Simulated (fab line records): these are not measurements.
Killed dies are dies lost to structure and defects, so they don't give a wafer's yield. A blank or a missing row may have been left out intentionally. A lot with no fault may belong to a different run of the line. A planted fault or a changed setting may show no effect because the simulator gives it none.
fab line records	flow nand_harc
record lots=24	wafers=72	last_day=34
route steps=1302 shown A_STAIRCASE@738
lots untouched by any fault: they come from a run of this same line in which no faults occurred
start_h: hours from the record's opening day to when the first of the lot's shown wafers began	wait_h: hours elapsed since this lot's preceding step	" identical to the entry in the row above	L1.1+2: a row that stands for several wafers	- no value, or no start was given	* or withheld: withheld	< > ~ a bound
route shown NAME@n: NAME is a module with steps in the file, n the number in the route of the first one	usual: mean and standard deviation over wafers with no fault	same: alike in all rows	chamber/n: place in a boat	sites: per-site readings	_std_site: the standard deviation of these	_edge_site: outer sites' mean less inner sites'	radius_mm: for every site, how far away it sits from the centre of the wafer	mask NAME#n: copy n	behind: the most recent tool/chamber to have shaped the wafer	hold: why the lot went on hold/how many hours it stayed there/how the hold came to an end	device: the transistor (n, p or np) that didn't switch	end of line: the same wafers' tests at the end of the route	a step with no rows: only its recipe	killed: dies lost to structure and defects at the first sort, not the wafer's yield	map: a wafer's dies, x killed, . not, _ none there
set.NAME: the run value of the setting; set.NAME@STEP: its run value at that earlier step	model.NAME: the simulator's own value behind a step, which no gauge read
a sample of lots followed through the steps of the route, with each step as a table and each wafer as a row
services: the hour from which a tool's chamber was out of use, counted from the record's first day as start_h (under 0 if before that day), plus the number of hours and why
## steps
# step NHARC_A_STAIRCASE_TRIM_224
# recipe time_s=211.2	o2_flow_sccm=500	ar_flow_sccm=0	bias_w=0	chemistry=O2
# usual drypump_motor_current_A=6.0/0.38	oes_product_au=1.002/0.0077	rf_vpp_V=57.7/0.91	showerhead_plenum_p_Torr=3.55/0.17	throttle_valve_pct=17.037/0.01
lot.wafer	tool	chamber	start_h	wait_h	drypump_motor_current_A	oes_product_au	rf_hours_counter_h	rf_vpp_V	showerhead_plenum_p_Torr	throttle_valve_pct
L076.2	rie_diel-07	1	-	-	5.7	0.998	23	57.9	3.34	17.019
L076.3	"	2	"	"	5.9	1.006	21	59.3	3.49	17.039
L076.6	"	0	"	"	6.1	1.002	-	56.5	3.28	17.046
L075.1	rie_diel-05	0	-	-	6.2	1.009	45	56.7	3.66	17.025
L075.3	"	1	"	"	5.5	1.016	44	58.2	3.72	17.054
L075.4	"	2	"	"	5.3	0.996	44	57.6	3.65	17.041
L074.2	rie_diel-05	1	-	-	5.5	1.007	46	59.5	3.72	17.046
L074.3	"	2	"	"	5.3	1.014	45	57.2	3.65	17.037
L074.4	"	3	"	"	5.5	1.013	48	56.6	3.48	17.039
L078.1	rie_diel-05	1	-	-	5.5	1.004	52	58.0	3.72	17.031
L078.5	"	0	"	"	6.2	1.003	-	58.1	3.66	17.039
L078.4	"	1	"	"	5.5	0.998	-	58.6	3.72	17.039
L077.2	rie_diel-13	0	-	-	6.4	1.002	18	56.9	3.36	17.039
L077.3	"	1	"	"	6.5	1.010	17	58.6	3.66	17.047
L077.6	"	0	"	"	6.4	1.007	-	57.7	3.36	17.043
L080.3	rie_diel-13	2	-	-	6.3	0.995	21	58.4	3.80	17.039
L080.4	"	0	"	"	6.5	1.006	21	57.0	3.36	17.040
L080.5	"	2	"	"	6.3	0.997	-	58.4	3.80	17.040
L079.4	rie_diel-13	0	-	-	6.5	1.008	22	58.0	3.36	17.039
L079.1	"	1	"	"	6.4	0.999	21	59.3	3.66	17.040
L079.6	"	0	"	"	6.5	1.006	-	58.0	3.36	17.042
L081.2	rie_diel-13	0	-	-	6.5	0.989	26	57.0	3.36	17.030
L081.3	"	2	"	"	6.3	1.001	27	59.7	3.79	17.046
L081.6	"	0	"	"	6.5	0.988	-	58.1	3.36	17.052
L082.1	rie_diel-05	0	-	-	6.2	1.007	10	58.8	3.65	17.039
L082.5	"	2	"	"	5.4	1.005	-	57.0	3.64	17.030
L082.6	"	3	"	"	5.5	0.994	-	56.3	3.47	17.031
L083.3	rie_diel-07	1	-	-	5.7	0.989	43	56.8	3.33	17.041
L083.4	"	3	"	"	6.2	0.994	52	57.0	3.72	17.020
L083.6	"	1	"	"	5.7	0.997	-	57.5	3.33	17.016
L084.4	rie_diel-13	0	-	-	6.5	0.993	34	56.3	3.35	17.038
L084.3	"	1	"	"	6.4	1.010	34	58.0	3.66	17.028
L084.6	"	1	"	"	6.5	0.998	-	56.9	3.66	17.051
L085.3	rie_diel-05	0	-	-	6.2	0.999	14	58.5	3.65	17.055
L085.6	"	0	"	"	6.2	1.007	-	58.8	3.65	17.039
L085.5	"	1	"	"	5.5	1.013	-	58.6	3.71	17.030
L086.2	rie_diel-07	3	-	-	6.1	0.994	1	58.6	3.71	17.046
L086.4	"	0	"	"	6.1	0.998	1	60.1	3.81	17.028
L086.6	"	1	"	"	5.7	0.990	-	56.5	3.32	17.040
L088.2	rie_diel-05	0	-	-	6.2	1.001	26	57.5	3.64	17.031
L088.3	"	2	"	"	5.3	1.010	30	59.5	3.62	17.045
L088.5	"	0	"	"	6.2	1.031	-	56.9	3.64	17.040
L089.3	rie_diel-05	1	-	-	5.5	1.004	29	57.8	3.70	17.019
L089.2	"	2	"	"	5.3	1.004	31	58.9	3.62	17.032
L089.4	"	0	"	"	6.2	1.001	27	59.4	3.64	17.016
L087.2	rie_diel-05	0	-	-	6.2	1.006	27	56.3	3.64	17.044
L087.5	"	3	"	"	5.5	0.995	-	56.2	3.46	17.043
L087.6	"	0	"	"	6.2	1.009	-	58.4	3.64	17.028
L091.2	rie_diel-13	2	-	-	6.2	0.998	52	58.5	3.78	17.022
L091.4	"	3	"	"	6.1	1.001	53	58.2	3.33	17.041
L091.5	"	0	"	"	6.4	0.987	-	57.6	3.34	17.048
L090.2	rie_diel-13	3	-	-	6.1	0.997	53	56.6	3.33	17.023
L090.3	"	1	"	"	6.4	1.005	52	57.2	3.64	17.019
L090.1	"	2	"	"	6.2	1.011	53	56.9	3.78	17.032
L092.2	rie_diel-13	0	-	-	6.5	1.007	2	57.2	3.34	17.034
L092.4	"	2	"	"	6.3	0.994	2	57.4	3.77	17.027
L092.5	"	0	"	"	6.5	0.998	-	56.2	3.34	17.032
L093.2	rie_diel-07	3	-	-	6.1	0.997	25	57.5	3.70	17.019
L093.1	"	1	"	"	5.7	1.003	23	57.2	3.31	17.041
L093.4	"	1	"	"	5.7	1.002	-	56.9	3.31	17.022
L094.1	rie_diel-13	1	-	-	6.4	1.019	11	58.7	3.64	17.051
L094.2	"	2	"	"	6.3	0.998	11	58.3	3.77	17.053
L094.4	"	0	"	"	6.5	0.996	13	56.2	3.34	17.029
L096.2	rie_diel-07	3	-	-	6.1	0.999	39	58.0	3.69	17.031
L096.4	"	1	"	"	5.8	0.999	36	56.6	3.30	17.039
L096.6	"	3	"	"	6.2	0.990	-	58.1	3.69	17.031
L095.2	rie_diel-07	2	-	-	6.0	1.001	13	58.3	3.46	17.049
L095.4	"	3	"	"	6.2	0.989	44	58.0	3.69	17.053
L095.5	"	2	"	"	6.0	0.993	-	58.1	3.46	17.022
L097.4	rie_diel-05	1	-	-	5.5	0.995	2	56.9	3.68	17.041
L097.2	"	2	"	"	5.3	1.006	2	56.8	3.61	17.041
L097.6	"	3	"	"	5.5	0.998	-	56.8	3.44	17.043
# step NHARC_A_STAIRCASE_ETCH_232
# recipe target_depth_a=1000	time_s=40.5	ion_energy_ev=400	c4f8_flow_sccm=20	o2_flow_sccm=10	ar_flow_sccm=withheld	rf_w=600	bias_w=1000	chemistry=C4F8/O2
# usual oes_product_au=0.945/0.013	rf_vpp_V=896/6.5
lot.wafer	tool	chamber	start_h	wait_h	oes_product_au	rf_hours_counter_h	rf_vpp_V
L076.3	rie_diel-07	2	-	-	0.962	21	895
L076.2	"	0	"	"	0.936	24	888
L076.6	"	2	"	"	0.954	-	894
L075.4	rie_diel-05	2	-	-	0.962	44	900
L075.3	"	3	"	"	0.952	47	894
L075.1	"	0	"	"	0.941	45	901
L074.3	rie_diel-07	0	-	-	0.966	25	887
L074.4	"	1	"	"	0.935	24	888
L074.2	"	2	"	"	0.961	22	895
L078.1	rie_diel-07	3	-	-	0.938	34	903
L078.4	"	2	"	"	0.947	-	894
L078.5	"	0	"	"	0.942	-	885
L077.2	rie_diel-13	2	-	-	0.937	19	905
L077.3	"	3	"	"	0.940	20	889
L077.6	"	3	"	"	0.937	-	889
L080.4	rie_diel-13	0	-	-	0.936	22	890
L080.3	"	1	"	"	0.932	21	900
L080.5	"	1	"	"	0.939	-	900
L079.1	rie_diel-07	3	-	-	0.951	41	904
L079.4	"	0	"	"	0.952	46	886
L079.6	"	2	"	"	0.973	-	895
L081.2	rie_diel-07	1	-	-	0.968	42	889
L081.3	"	2	"	"	0.968	50	895
L081.6	"	2	"	"	0.957	-	895
L083.3	rie_diel-13	2	-	-	0.941	30	904
L083.4	"	0	"	"	0.924	31	889
L083.6	"	2	"	"	0.938	-	905
L082.1	rie_diel-05	0	-	-	0.939	11	899
L082.5	"	3	"	"	0.935	-	894
L082.6	"	0	"	"	0.945	-	900
L084.3	rie_diel-13	0	-	-	0.942	34	888
L084.4	"	1	"	"	0.954	34	901
L084.6	"	1	"	"	0.946	-	902
L085.3	rie_diel-07	0	-	-	0.939	62	884
L085.6	"	3	"	"	0.931	-	904
L085.5	"	0	"	"	0.956	-	886
L086.2	rie_diel-05	0	-	-	0.952	21	900
L086.4	"	1	"	"	0.963	22	901
L086.6	"	3	"	"	0.966	-	894
L088.3	rie_diel-13	3	-	-	0.922	44	888
L088.2	"	1	"	"	0.928	46	899
L088.5	"	2	"	"	0.921	-	905
L089.4	rie_diel-07	1	-	-	0.954	3	887
L089.2	"	2	"	"	0.944	6	894
L089.3	"	0	"	"	0.962	6	907
L087.2	rie_diel-07	0	-	-	0.945	6	906
L087.5	"	0	"	"	0.946	-	905
L087.6	"	1	"	"	0.953	-	889
L091.4	rie_diel-13	3	-	-	0.947	53	887
L091.2	"	1	"	"	0.941	51	899
L091.5	"	0	"	"	0.941	-	888
L090.1	rie_diel-05	3	-	-	0.917	31	893
L090.3	"	0	"	"	0.925	32	900
L090.2	"	1	"	"	0.930	34	902
L092.2	rie_diel-05	0	-	-	0.934	41	899
L092.4	"	1	"	"	0.936	43	902
L092.5	"	1	"	"	0.939	-	900
L093.2	rie_diel-13	2	-	-	0.963	3	904
L093.4	"	3	"	"	0.948	3	889
L093.1	"	0	"	"	0.948	3	889
L094.2	rie_diel-13	2	-	-	0.932	11	905
L094.4	"	3	"	"	0.955	13	888
L094.1	"	1	"	"	0.941	11	902
L096.2	rie_diel-07	2	-	-	0.951	8	893
L096.4	"	3	"	"	0.943	40	901
L096.6	"	1	"	"	0.943	-	887
L095.4	rie_diel-07	2	-	-	0.937	13	893
L095.2	"	1	"	"	0.942	39	886
L095.5	"	3	"	"	0.938	-	901
L097.4	rie_diel-05	1	-	-	0.929	2	902
L097.2	"	2	"	"	0.937	2	900
L097.6	"	0	"	"	0.943	-	899
# step NHARC_A_STAIRCASE_ETCH_234
# recipe target_depth_a=1000	time_s=40.5	ion_energy_ev=400	c4f8_flow_sccm=20	o2_flow_sccm=10	ar_flow_sccm=withheld	rf_w=600	bias_w=1000	chemistry=C4F8/O2
# usual oes_product_au=0.943/0.01	rf_vpp_V=896/6.6
lot.wafer	tool	chamber	start_h	wait_h	oes_product_au	rf_hours_counter_h	rf_vpp_V
L076.3	rie_diel-07	1	-	-	0.932	23	888
L076.2	"	2	"	"	0.969	22	894
L076.6	"	0	"	"	0.935	-	887
L075.1	rie_diel-05	1	-	-	0.948	45	902
L075.4	"	2	"	"	0.950	44	901
L075.3	"	0	"	"	0.941	45	902
L074.2	rie_diel-07	3	-	-	0.930	21	904
L074.3	"	0	"	"	0.960	25	887
L074.4	"	1	"	"	0.936	24	887
L078.1	rie_diel-07	3	-	-	0.935	34	903
L078.4	"	0	"	"	0.941	-	886
L078.5	"	3	"	"	0.938	-	902
L077.2	rie_diel-13	3	-	-	0.944	20	891
L077.3	"	1	"	"	0.927	18	901
L077.6	"	0	"	"	0.935	-	890
L080.4	rie_diel-13	1	-	-	0.945	21	900
L080.3	"	2	"	"	0.941	22	904
L080.5	"	2	"	"	0.931	-	905
L079.1	rie_diel-07	1	-	-	0.938	33	889
L079.4	"	2	"	"	0.962	39	894
L079.6	"	3	"	"	0.937	-	903
L081.3	rie_diel-07	1	-	-	0.927	42	889
L081.2	"	2	"	"	0.948	50	894
L081.6	"	1	"	"	0.949	-	887
L083.4	rie_diel-13	1	-	-	0.951	30	901
L083.3	"	2	"	"	0.948	30	904
L083.6	"	1	"	"	0.947	-	901
L082.1	rie_diel-05	2	-	-	0.967	11	900
L082.6	"	2	"	"	0.954	-	901
L082.5	"	3	"	"	0.949	-	893
L084.3	rie_diel-13	1	-	-	0.945	34	900
L084.4	"	2	"	"	0.939	34	907
L084.6	"	0	"	"	0.947	-	890
L085.3	rie_diel-07	0	-	-	0.969	62	885
L085.5	"	1	"	"	0.953	-	889
L085.6	"	2	"	"	0.961	-	893
L086.2	rie_diel-05	1	-	-	0.938	22	901
L086.4	"	2	"	"	0.947	24	900
L086.6	"	0	"	"	0.931	-	902
L088.2	rie_diel-13	2	-	-	0.938	44	905
L088.3	"	0	"	"	0.926	46	889
L088.5	"	1	"	"	0.932	-	898
L089.4	rie_diel-07	3	-	-	0.935	6	901
L089.2	"	0	"	"	0.954	6	905
L089.3	"	2	"	"	0.955	6	895
L087.2	rie_diel-07	1	-	-	0.937	4	887
L087.5	"	0	"	"	0.932	-	905
L087.6	"	1	"	"	0.925	-	889
L091.2	rie_diel-13	2	-	-	0.943	53	905
L091.4	"	3	"	"	0.958	53	888
L091.5	"	3	"	"	0.951	-	889
L090.3	rie_diel-05	0	-	-	0.949	36	901
L090.1	"	1	"	"	0.941	38	902
L090.2	"	2	"	"	0.933	38	899
L092.2	rie_diel-05	1	-	-	0.953	43	903
L092.4	"	2	"	"	0.940	45	898
L092.5	"	0	"	"	0.955	-	900
L093.4	rie_diel-13	3	-	-	0.958	3	888
L093.2	"	0	"	"	0.956	3	890
L093.1	"	2	"	"	0.952	3	905
L094.4	rie_diel-13	3	-	-	0.933	14	887
L094.2	"	1	"	"	0.939	11	900
L094.1	"	2	"	"	0.934	11	903
L096.2	rie_diel-07	3	-	-	0.925	40	902
L096.4	"	0	"	"	0.936	39	905
L096.6	"	2	"	"	0.939	-	894
L095.4	rie_diel-07	2	-	-	0.936	13	893
L095.2	"	1	"	"	0.920	39	888
L095.5	"	2	"	"	0.936	-	894
L097.2	rie_diel-05	1	-	-	0.926	3	901
L097.4	"	2	"	"	0.937	2	897
L097.6	"	3	"	"	0.928	-	893
# step NHARC_A_STAIRCASE_STRIP_238
# recipe power_w=1500	temp_c=250	chemistry=O2
# usual drypump_motor_current_A=6.07/0.22	heater_power_w=347/30
lot.wafer	tool	chamber	start_h	wait_h	drypump_motor_current_A	heater_power_w	rf_hours_counter_h
L076.2	plasma_asher-02	1	370.27	0.1	6.41	315	24
L076.3	"	1	"	"	6.38	305	-
L076.6	"	1	"	"	6.37	304	-
L075.1	plasma_asher-01	1	370.46	0.1	5.89	393	3
L075.4	"	0	"	"	5.84	354	-
L075.3	"	1	"	"	5.86	385	-
L074.2	plasma_asher-02	0	375.82	0.1	6.10	330	25
L074.4	"	0	"	"	6.08	333	-
L074.3	"	1	"	"	6.44	310	-
L078.1	plasma_asher-01	1	405.54	0.1	5.88	398	10
L078.4	"	0	"	"	5.85	344	-
L078.5	"	1	"	"	5.86	393	-
L077.2	plasma_asher-02	0	412.23	0.1	6.03	334	31
L077.3	"	1	"	"	6.38	315	-
L077.6	"	1	"	"	6.38	308	-
L080.4	plasma_asher-01	0	417.17	0.2	5.86	353	-
L080.3	"	1	"	"	5.86	383	-
L080.5	"	1	"	"	5.86	388	-
L079.1	plasma_asher-01	1	418.06	0.1	5.85	395	13
L079.4	"	1	"	"	5.87	388	-
L079.6	"	1	"	"	5.88	386	-
L081.2	plasma_asher-01	1	442.53	0.1	5.88	388	19
L081.3	"	1	"	"	5.87	390	-
L081.6	"	0	"	"	5.85	344	-
L083.4	plasma_asher-02	1	451.43	0.2	6.43	307	-
L083.3	"	0	"	"	6.06	368	-
L083.6	"	1	"	"	6.37	304	-
L082.1	plasma_asher-02	0	452.45	0.1	6.08	359	5
L082.5	"	1	"	"	6.38	298	-
L082.6	"	0	"	"	6.08	360	-
L084.3	plasma_asher-02	1	468.85	0.2	6.41	310	-
L084.4	"	0	"	"	6.03	354	-
L084.6	"	1	"	"	6.41	301	-
L085.3	plasma_asher-01	0	470.08	0.2	5.84	357	-
L085.5	"	1	"	"	5.87	383	-
L085.6	"	0	"	"	5.85	349	-
L086.2	plasma_asher-02	0	488.51	0.1	6.05	354	11
L086.4	"	1	"	"	6.38	309	-
L086.6	"	1	"	"	6.34	310	-
L088.2	plasma_asher-02	1	499.95	0.1	6.41	307	14
L088.3	"	1	"	"	6.41	306	-
L088.5	"	1	"	"	6.38	304	-
L089.2	plasma_asher-02	1	503.26	0.1	6.38	299	15
L089.4	"	0	"	"	6.05	361	-
L089.3	"	1	"	"	6.42	312	-
L087.2	plasma_asher-02	0	505.30	0.1	6.09	355	15
L087.5	"	0	"	"	6.09	364	-
L087.6	"	1	"	"	6.42	312	-
L091.2	plasma_asher-01	1	516.03	0.1	5.87	376	34
L091.4	"	1	"	"	5.89	401	-
L091.5	"	0	"	"	5.83	352	-
L090.2	plasma_asher-02	1	522.03	0.1	6.39	314	20
L090.1	"	0	"	"	6.04	365	20
L090.3	"	0	"	"	6.07	359	-
L092.2	plasma_asher-01	0	541.81	0.1	5.87	355	2
L092.4	"	1	"	"	5.85	381	-
L092.5	"	1	"	"	5.85	391	-
L093.1	plasma_asher-02	1	544.21	0.1	6.43	302	25
L093.2	"	0	"	"	6.09	354	25
L093.4	"	1	"	"	6.40	306	-
L094.1	plasma_asher-01	1	568.48	0.1	5.87	383	6
L094.2	"	0	"	"	5.84	376	6
L094.4	"	1	"	"	5.87	385	-
L096.2	plasma_asher-02	1	582.33	0.1	6.40	308	32
L096.4	"	0	"	"	6.04	355	-
L096.6	"	0	"	"	6.05	350	-
L095.2	plasma_asher-02	0	585.91	0.1	6.06	358	32
L095.4	"	1	"	"	6.38	306	-
L095.5	"	0	"	"	6.05	354	-
L097.2	plasma_asher-01	0	601.65	0.1	5.84	359	14
L097.4	"	0	"	"	5.84	352	-
L097.6	"	1	"	"	5.89	378	-
# step NHARC_A_STAIRCASE_HM_DEP_459
# recipe target_thk_a=15000	temp_c=400	material=aC
# usual throttle_valve_pct=35.000/0.0097
lot.wafer	tool	chamber	start_h	wait_h	throttle_valve_pct
L076.2	acl_dep-01	0	384.37	4.0	35.012
L076.3	"	0	"	"	34.989
L076.6	"	0	"	"	34.989
L075.1	acl_dep-03	0	385.08	4.2	35.001
L075.3	"	0	"	"	35.002
L075.4	"	0	"	"	34.997
L074.2	acl_dep-01	0	388.42	0.4	34.998
L074.3	"	0	"	"	35.001
L074.4	"	0	"	"	35.010
L078.1	acl_dep-03	0	415.35	0.1	34.996
L078.4	"	0	"	"	34.995
L078.5	"	0	"	"	34.997
L077.2	acl_dep-01	0	424.28	3.3	34.989
L077.3	"	0	"	"	35.006
L077.6	"	0	"	"	34.995
L080.3	acl_dep-02	0	426.09	0.9	35.005
L080.4	"	0	"	"	35.000
L080.5	"	0	"	"	34.985
L079.1	acl_dep-03	0	430.73	1.3	34.992
L079.4	"	0	"	"	34.997
L079.6	"	0	"	"	35.009
L081.2	acl_dep-03	0	453.20	0.4	34.982
L081.3	"	0	"	"	34.980
L081.6	"	0	"	"	34.992
L083.3	acl_dep-02	0	463.18	0.7	35.008
L083.4	"	0	"	"	34.988
L083.6	"	0	"	"	35.011
L082.1	acl_dep-02	0	464.41	1.7	34.994
L082.5	"	0	465.65	2.9	34.999
L082.6	"	0	"	"	34.998
L084.3	acl_dep-01	0	480.35	0.7	35.000
L084.4	"	0	"	"	34.993
L084.6	"	0	"	"	35.003
L085.3	acl_dep-03	0	481.57	0.7	35.001
L085.5	"	0	"	"	35.009
L085.6	"	0	"	"	35.008
L086.2	acl_dep-02	0	503.96	2.2	34.999
L086.4	"	0	"	"	35.011
L086.6	"	0	"	"	35.007
L088.2	acl_dep-03	0	512.00	0.4	34.992
L088.3	"	0	"	"	35.005
L088.5	"	0	"	"	35.016
L089.2	acl_dep-02	0	513.10	1.2	35.004
L089.3	"	0	"	"	34.992
L089.4	"	0	"	"	35.000
L087.2	acl_dep-03	0	514.82	0.4	34.994
L087.5	"	0	"	"	35.018
L087.6	"	0	"	"	34.994
L091.2	acl_dep-01	0	525.75	0.4	35.011
L091.4	"	0	"	"	35.011
L091.5	"	0	"	"	35.005
L090.1	acl_dep-01	0	533.57	2.5	35.019
L090.2	"	0	"	"	34.993
L090.3	"	0	"	"	35.008
L092.2	acl_dep-03	0	551.18	0.4	34.978
L092.4	"	0	"	"	35.013
L092.5	"	0	"	"	34.999
L093.1	acl_dep-03	0	553.19	0.1	35.015
L093.2	"	0	"	"	35.000
L093.4	"	0	"	"	34.999
L094.1	acl_dep-01	0	580.33	3.4	34.999
L094.2	"	0	"	"	35.002
L094.4	"	0	"	"	35.009
L096.2	acl_dep-03	0	590.93	0.4	34.994
L096.4	"	0	"	"	35.007
L096.6	"	0	"	"	35.004
L095.2	acl_dep-03	0	595.14	0.4	35.015
L095.4	"	0	"	"	34.999
L095.5	"	0	"	"	34.997
L097.2	acl_dep-01	0	610.72	0.4	34.997
L097.4	"	0	"	"	34.990
L097.6	"	0	"	"	35.005
# step NHARC_A_STAIRCASE_STRIP_295
# recipe o2_flow_sccm=500	ar_flow_sccm=0	bias_w=0	chemistry=O2
# usual drypump_motor_current_A=5.9/0.39	oes_product_au=1.003/0.0086	rf_vpp_V=57.7/0.95	showerhead_plenum_p_Torr=3.57/0.16	throttle_valve_pct=17.035/0.0081
lot.wafer	tool	chamber	start_h	wait_h	drypump_motor_current_A	oes_product_au	rf_hours_counter_h	rf_vpp_V	showerhead_plenum_p_Torr	throttle_valve_pct
L076.3	rie_diel-07	2	-	-	5.9	1.014	26	57.4	3.49	17.027
L076.2	"	3	"	"	6.2	1.001	24	56.9	3.73	17.037
L076.6	"	3	"	"	6.2	0.997	-	58.8	3.73	17.026
L075.4	rie_diel-05	0	-	-	6.2	0.998	49	57.4	3.66	17.032
L075.3	"	1	"	"	5.5	1.016	49	58.2	3.72	17.021
L075.1	"	2	"	"	5.4	1.012	47	58.8	3.65	17.037
L074.3	rie_diel-05	3	-	-	5.5	0.992	51	57.9	3.47	17.034
L074.2	"	0	"	"	6.2	0.991	50	57.0	3.66	17.026
L074.4	"	1	"	"	5.5	0.995	49	56.4	3.72	17.038
L078.1	rie_diel-13	1	-	-	6.4	1.005	22	58.0	3.66	17.029
L078.4	"	0	"	"	6.5	0.994	23	56.0	3.36	17.042
L078.5	"	2	"	"	6.3	0.997	-	57.2	3.80	17.053
L077.2	rie_diel-13	2	-	-	6.3	0.997	24	58.7	3.79	17.033
L077.3	"	3	"	"	6.1	1.000	24	56.7	3.34	17.036
L077.6	"	3	"	"	6.1	1.004	-	57.5	3.34	17.042
L080.3	rie_diel-05	2	-	-	5.3	1.013	4	59.0	3.64	17.044
L080.4	"	3	"	"	5.5	1.009	4	57.8	3.47	17.045
L080.5	"	2	"	"	5.3	1.010	-	58.0	3.64	17.052
L079.4	rie_diel-13	0	-	-	6.5	1.016	25	56.4	3.36	17.049
L079.1	"	1	"	"	6.4	1.014	24	57.9	3.66	17.058
L079.6	"	3	"	"	6.1	1.011	-	57.1	3.34	17.030
L081.2	rie_diel-05	0	-	-	6.2	1.000	12	56.7	3.65	17.036
L081.3	"	2	"	"	5.3	1.018	12	58.0	3.63	17.045
L081.6	"	3	"	"	5.5	0.998	-	57.0	3.47	17.035
L083.4	rie_diel-05	3	-	-	5.5	0.993	14	56.7	3.46	17.035
L083.3	"	1	"	"	5.5	1.016	13	57.5	3.71	17.037
L083.6	"	2	"	"	5.3	1.012	-	58.3	3.63	17.040
L082.1	rie_diel-07	1	-	-	5.7	0.987	51	56.0	3.32	17.027
L082.6	"	3	"	"	6.2	0.992	-	57.4	3.71	17.038
L082.5	"	0	"	"	6.1	1.002	-	57.5	3.26	17.036
L084.3	rie_diel-05	3	-	-	5.5	0.995	20	57.6	3.46	17.031
L084.4	"	0	"	"	6.2	1.019	21	57.0	3.64	17.021
L084.6	"	3	"	"	5.5	1.009	-	57.0	3.46	17.028
L085.3	rie_diel-13	3	-	-	6.1	0.998	42	57.4	3.33	17.024
L085.6	"	2	"	"	6.3	0.997	-	58.5	3.78	17.024
L085.5	"	3	"	"	6.1	0.999	-	57.6	3.33	17.037
L086.2	rie_diel-07	3	-	-	6.2	1.000	8	58.6	3.71	17.037
L086.4	"	3	"	"	6.2	0.991	-	58.5	3.71	17.037
L086.6	"	0	"	"	6.1	0.998	-	59.0	3.80	17.043
L088.3	rie_diel-07	3	-	-	6.1	0.985	13	59.2	3.70	17.037
L088.2	"	0	"	"	6.1	0.998	13	57.9	3.80	17.025
L088.5	"	3	"	"	6.1	0.991	-	57.2	3.70	17.029
L089.3	rie_diel-05	2	-	-	5.3	1.008	35	57.5	3.62	17.033
L089.2	"	3	"	"	5.5	0.998	31	59.0	3.46	17.041
L089.4	"	1	"	"	5.4	1.024	34	58.8	3.69	17.051
L087.2	rie_diel-07	1	-	-	5.8	0.986	12	56.2	3.32	17.034
L087.5	"	1	"	"	5.8	0.989	-	57.5	3.32	17.038
L087.6	"	3	"	"	6.2	0.989	-	58.3	3.70	17.034
L091.4	rie_diel-05	3	-	-	5.5	0.996	38	59.2	3.45	17.043
L091.2	"	0	"	"	6.2	1.007	39	58.1	3.63	17.024
L091.5	"	2	"	"	5.3	1.007	-	57.9	3.62	17.041
L090.1	rie_diel-05	3	-	-	5.5	1.005	40	57.1	3.45	17.033
L090.2	"	1	"	"	5.5	1.012	43	58.0	3.69	17.033
L090.3	"	2	"	"	5.3	1.006	45	56.9	3.62	17.026
L092.4	rie_diel-05	0	-	-	6.2	1.016	43	58.9	3.63	17.019
L092.2	"	1	"	"	5.5	1.012	46	58.6	3.69	17.043
L092.5	"	3	"	"	5.5	1.003	-	57.1	3.45	17.035
L093.4	rie_diel-05	1	-	-	5.5	1.011	46	59.5	3.69	17.040
L093.2	"	3	"	"	5.5	1.003	44	55.2	3.45	17.038
L093.1	"	0	"	"	6.2	0.998	44	59.1	3.63	17.034
L094.2	rie_diel-13	2	-	-	6.3	1.004	15	58.3	3.77	17.039
L094.4	"	3	"	"	6.1	1.006	17	55.8	3.32	17.024
L094.1	"	0	"	"	6.5	1.012	19	57.2	3.33	17.019
L096.2	rie_diel-13	2	-	-	6.2	0.999	19	58.4	3.76	17.029
L096.4	"	3	"	"	6.1	0.986	20	57.1	3.31	17.027
L096.6	"	2	"	"	6.2	0.993	-	56.1	3.76	17.021
L095.2	rie_diel-13	0	599.09	-	6.5	1.020	23	55.6	3.33	17.025
L095.4	"	2	"	"	6.3	1.006	20	57.7	3.76	17.027
L095.5	"	1	"	"	6.4	1.005	-	57.3	3.63	17.013
L097.2	rie_diel-07	2	-	-	5.9	0.997	23	57.5	3.46	17.033
L097.4	"	3	"	"	6.1	1.011	54	58.9	3.68	17.031
L097.6	"	3	"	"	6.1	1.005	-	57.2	3.68	17.042
## services
tool	chamber	start_h	hours	kind
plasma_asher-01	-	346.61	9.0	pm
rie_diel-13	0	352.19	-	clean
rie_diel-13	1	352.19	-	clean
acl_dep-01	-	369.23	13.0	pm
rie_diel-05	3	399.97	5.3	repair
rie_diel-07	1	400.98	15.2	repair
rie_diel-05	-	407.97	9.0	pm
plasma_asher-02	-	426.73	9.0	pm
acl_dep-02	-	429.21	13.0	pm
rie_diel-05	3	438.00	8.6	repair
rie_diel-05	1	447.27	2.6	repair
rie_diel-07	-	471.39	9.0	pm
plasma_asher-02	-	475.04	1.4	repair
acl_dep-03	-	482.78	13.0	pm
rie_diel-07	1	497.00	2.0	repair
rie_diel-07	2	505.24	65.9	repair
rie_diel-13	-	521.21	9.0	pm
plasma_asher-01	-	523.61	9.0	pm
acl_dep-01	-	550.88	13.0	pm
rie_diel-05	-	584.97	9.0	pm
rie_diel-13	-	597.85	0.8	repair
rie_diel-05	2	602.38	11.2	repair
plasma_asher-02	-	603.81	9.0	pm
acl_dep-02	-	612.85	13.0	pm
## key
fault none
